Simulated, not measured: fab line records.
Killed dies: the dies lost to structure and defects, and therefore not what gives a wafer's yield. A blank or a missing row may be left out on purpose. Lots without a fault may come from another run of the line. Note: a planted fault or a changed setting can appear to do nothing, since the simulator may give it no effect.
Lot-split experiment || flow n5-finfet || on a route of 1938 steps: 7 lots, 39 wafers read

## ABOUT THE SPLIT
At N5_SD_EPI_N_ETCH_45 (etches SiOCN in CH3F/O2, target depth 6 nm), the setting target-depth-a was moved away from the recipe's 60 angstrom on 12 of the 39 wafers read, by -48.5% to +47.5%. All remaining wafers had this setting at the recipe value.

The reading is taken at the split's own step.

## THE READING
etch.depth-nm (the simulator's own value, which no gauge read), in nm, at N5_SD_EPI_N_ETCH_45 (etches SiOCN in CH3F/O2, target depth 6 nm). The file gives no usual value for it. Here, 27 wafers ran the recipe; their average is 5.989 nm with a standard deviation of 0.098 nm.

{"wafer": "L075.1", "tool, chamber at the split": "rie-diel-03, 3", "target-depth-a as run, angstrom": 60, "against the recipe": "recipe", "etch.depth-nm, nm": 5.965, "against lot-mates on the recipe": "-"}
{"wafer": "L075.2", "tool, chamber at the split": "rie-diel-03, 2", "target-depth-a as run, angstrom": 30.89, "against the recipe": "-48.5%", "etch.depth-nm, nm": 2.998, "against lot-mates on the recipe": -2.989}
{"wafer": "L075.3", "tool, chamber at the split": "rie-diel-03, 0", "target-depth-a as run, angstrom": 60, "against the recipe": "recipe", "etch.depth-nm, nm": 5.933, "against lot-mates on the recipe": "-"}
{"wafer": "L075.4", "tool, chamber at the split": "rie-diel-03, 1", "target-depth-a as run, angstrom": 60, "against the recipe": "recipe", "etch.depth-nm, nm": 6.062, "against lot-mates on the recipe": "-"}
{"wafer": "L075.5", "tool, chamber at the split": "rie-diel-03, 0", "target-depth-a as run, angstrom": 30.89, "against the recipe": "-48.5%", "etch.depth-nm, nm": 3.044, "against lot-mates on the recipe": -2.943}
{"wafer": "L075.6", "tool, chamber at the split": "rie-diel-03, 3", "target-depth-a as run, angstrom": 30.89, "against the recipe": "-48.5%", "etch.depth-nm, nm": 3.083, "against lot-mates on the recipe": -2.904}
{"wafer": "L076.1", "tool, chamber at the split": "rie-diel-03, 3", "target-depth-a as run, angstrom": 60, "against the recipe": "recipe", "etch.depth-nm, nm": 6.007, "against lot-mates on the recipe": "-"}
{"wafer": "L076.2", "tool, chamber at the split": "rie-diel-03, 2", "target-depth-a as run, angstrom": 60, "against the recipe": "recipe", "etch.depth-nm, nm": 5.854, "against lot-mates on the recipe": "-"}
{"wafer": "L076.3", "tool, chamber at the split": "rie-diel-03, 0", "target-depth-a as run, angstrom": 60, "against the recipe": "recipe", "etch.depth-nm, nm": 5.931, "against lot-mates on the recipe": "-"}
{"wafer": "L076.4", "tool, chamber at the split": "rie-diel-03, 2", "target-depth-a as run, angstrom": 60, "against the recipe": "recipe", "etch.depth-nm, nm": 5.874, "against lot-mates on the recipe": "-"}
{"wafer": "L076.5", "tool, chamber at the split": "rie-diel-03, 3", "target-depth-a as run, angstrom": 60, "against the recipe": "recipe", "etch.depth-nm, nm": 5.984, "against lot-mates on the recipe": "-"}
{"wafer": "L076.6", "tool, chamber at the split": "rie-diel-03, 0", "target-depth-a as run, angstrom": 60, "against the recipe": "recipe", "etch.depth-nm, nm": 5.924, "against lot-mates on the recipe": "-"}
{"wafer": "L077.1", "tool, chamber at the split": "rie-diel-06, 3", "target-depth-a as run, angstrom": 60, "against the recipe": "recipe", "etch.depth-nm, nm": 6.13, "against lot-mates on the recipe": "-"}
{"wafer": "L077.2", "tool, chamber at the split": "rie-diel-06, 2", "target-depth-a as run, angstrom": 60, "against the recipe": "recipe", "etch.depth-nm, nm": 5.887, "against lot-mates on the recipe": "-"}
{"wafer": "L077.3", "tool, chamber at the split": "rie-diel-06, 0", "target-depth-a as run, angstrom": 60, "against the recipe": "recipe", "etch.depth-nm, nm": 5.947, "against lot-mates on the recipe": "-"}
{"wafer": "L077.4", "tool, chamber at the split": "rie-diel-06, 2", "target-depth-a as run, angstrom": 60, "against the recipe": "recipe", "etch.depth-nm, nm": 5.918, "against lot-mates on the recipe": "-"}
{"wafer": "L077.5", "tool, chamber at the split": "rie-diel-06, 3", "target-depth-a as run, angstrom": 60, "against the recipe": "recipe", "etch.depth-nm, nm": 6.137, "against lot-mates on the recipe": "-"}
{"wafer": "L077.6", "tool, chamber at the split": "rie-diel-06, 0", "target-depth-a as run, angstrom": 60, "against the recipe": "recipe", "etch.depth-nm, nm": 5.958, "against lot-mates on the recipe": "-"}
{"wafer": "L078.1", "tool, chamber at the split": "rie-diel-06, 3", "target-depth-a as run, angstrom": 60, "against the recipe": "recipe", "etch.depth-nm, nm": 6.131, "against lot-mates on the recipe": "-"}
{"wafer": "L078.2", "tool, chamber at the split": "rie-diel-06, 2", "target-depth-a as run, angstrom": 46.48, "against the recipe": "-22.5%", "etch.depth-nm, nm": 4.576, "against lot-mates on the recipe": -1.435}
{"wafer": "L078.3", "tool, chamber at the split": "rie-diel-06, 0", "target-depth-a as run, angstrom": 60, "against the recipe": "recipe", "etch.depth-nm, nm": 5.991, "against lot-mates on the recipe": "-"}
{"wafer": "L078.4", "tool, chamber at the split": "rie-diel-06, 2", "target-depth-a as run, angstrom": 60, "against the recipe": "recipe", "etch.depth-nm, nm": 5.91, "against lot-mates on the recipe": "-"}
{"wafer": "L078.5", "tool, chamber at the split": "rie-diel-06, 3", "target-depth-a as run, angstrom": 46.48, "against the recipe": "-22.5%", "etch.depth-nm, nm": 4.716, "against lot-mates on the recipe": -1.295}
{"wafer": "L078.6", "tool, chamber at the split": "rie-diel-06, 0", "target-depth-a as run, angstrom": 46.48, "against the recipe": "-22.5%", "etch.depth-nm, nm": 4.645, "against lot-mates on the recipe": -1.366}
{"wafer": "L081.1", "tool, chamber at the split": "rie-diel-06, 1", "target-depth-a as run, angstrom": 88.48, "against the recipe": "+47.5%", "etch.depth-nm, nm": 8.892, "against lot-mates on the recipe": "+2.995"}
{"wafer": "L081.2", "tool, chamber at the split": "rie-diel-06, 3", "target-depth-a as run, angstrom": 60, "against the recipe": "recipe", "etch.depth-nm, nm": 6.039, "against lot-mates on the recipe": "-"}
{"wafer": "L081.3", "tool, chamber at the split": "rie-diel-06, 0", "target-depth-a as run, angstrom": 60, "against the recipe": "recipe", "etch.depth-nm, nm": 5.84, "against lot-mates on the recipe": "-"}
{"wafer": "L081.4", "tool, chamber at the split": "rie-diel-06, 2", "target-depth-a as run, angstrom": 88.48, "against the recipe": "+47.5%", "etch.depth-nm, nm": 8.553, "against lot-mates on the recipe": "+2.656"}
{"wafer": "L081.5", "tool, chamber at the split": "rie-diel-06, 2", "target-depth-a as run, angstrom": 60, "against the recipe": "recipe", "etch.depth-nm, nm": 5.812, "against lot-mates on the recipe": "-"}
{"wafer": "L081.6", "tool, chamber at the split": "rie-diel-06, 3", "target-depth-a as run, angstrom": 88.48, "against the recipe": "+47.5%", "etch.depth-nm, nm": 8.929, "against lot-mates on the recipe": "+3.032"}
{"wafer": "L083.1", "tool, chamber at the split": "rie-diel-06, 3", "target-depth-a as run, angstrom": 71.79, "against the recipe": "+19.7%", "etch.depth-nm, nm": 7.376, "against lot-mates on the recipe": "+1.280"}
{"wafer": "L083.2", "tool, chamber at the split": "rie-diel-06, 1", "target-depth-a as run, angstrom": 60, "against the recipe": "recipe", "etch.depth-nm, nm": 6.146, "against lot-mates on the recipe": "-"}
{"wafer": "L083.3", "tool, chamber at the split": "rie-diel-06, 2", "target-depth-a as run, angstrom": 71.79, "against the recipe": "+19.7%", "etch.depth-nm, nm": 7.098, "against lot-mates on the recipe": "+1.002"}
{"wafer": "L083.4", "tool, chamber at the split": "rie-diel-06, 0", "target-depth-a as run, angstrom": 71.79, "against the recipe": "+19.7%", "etch.depth-nm, nm": 7.189, "against lot-mates on the recipe": "+1.093"}
{"wafer": "L083.5", "tool, chamber at the split": "rie-diel-06, 0", "target-depth-a as run, angstrom": 60, "against the recipe": "recipe", "etch.depth-nm, nm": 5.997, "against lot-mates on the recipe": "-"}
{"wafer": "L083.6", "tool, chamber at the split": "rie-diel-06, 3", "target-depth-a as run, angstrom": 60, "against the recipe": "recipe", "etch.depth-nm, nm": 6.144, "against lot-mates on the recipe": "-"}
{"wafer": "L094.2", "tool, chamber at the split": "rie-diel-01, 1", "target-depth-a as run, angstrom": 60, "against the recipe": "recipe", "etch.depth-nm, nm": 6.128, "against lot-mates on the recipe": "-"}
{"wafer": "L094.3", "tool, chamber at the split": "rie-diel-01, 3", "target-depth-a as run, angstrom": 60, "against the recipe": "recipe", "etch.depth-nm, nm": 6.031, "against lot-mates on the recipe": "-"}
{"wafer": "L094.4", "tool, chamber at the split": "rie-diel-01, 2", "target-depth-a as run, angstrom": 60, "against the recipe": "recipe", "etch.depth-nm, nm": 6.014, "against lot-mates on the recipe": "-"}

THE FIT
A straight line over all 39 wafers: etch.depth-nm changes by +0.0601 nm for each +1% of target-depth-a; r = +1.00; the points scatter about the line by 0.11 nm.
The same after taking each lot's own level away (the mean of its wafers on the recipe; 39 wafers): +0.0606 nm for each +1%; r = +1.00; scatter 0.093 nm.
Per that fit: largest target-depth-a move, reading shift of 2.9 nm.
From 5.8970 to 6.0957 nm: that is the span of the lots' own levels, equal to 2.0 times the standard deviation above.
Consequently the slope shifts little with the lot-to-lot level, the two slopes agreeing.
Check: with one of the wafers moved furthest among these (-48.5%) left out of the fit, the line predicts -2.93 nm for it against its lot-mates. It came out at -2.99 nm against them.

## FURTHER SPLITS ON THESE WAFERS
Note: prior to the reading, these wafers also went through further splits. Each is held against what the fit with the lots' levels taken away leaves over:
{"other split on the same wafers": "N5_DUMMY_GATE_HM_DEP_06 time-s", "wafers away from the commonest value": 33, "r with etch.depth-nm (lot level and that fit taken away)": "+0.06"}

## THE FILE'S OWN FIT
etch.depth-nm changes by +0.0606 nm for each +1% of target-depth-a, r = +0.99.
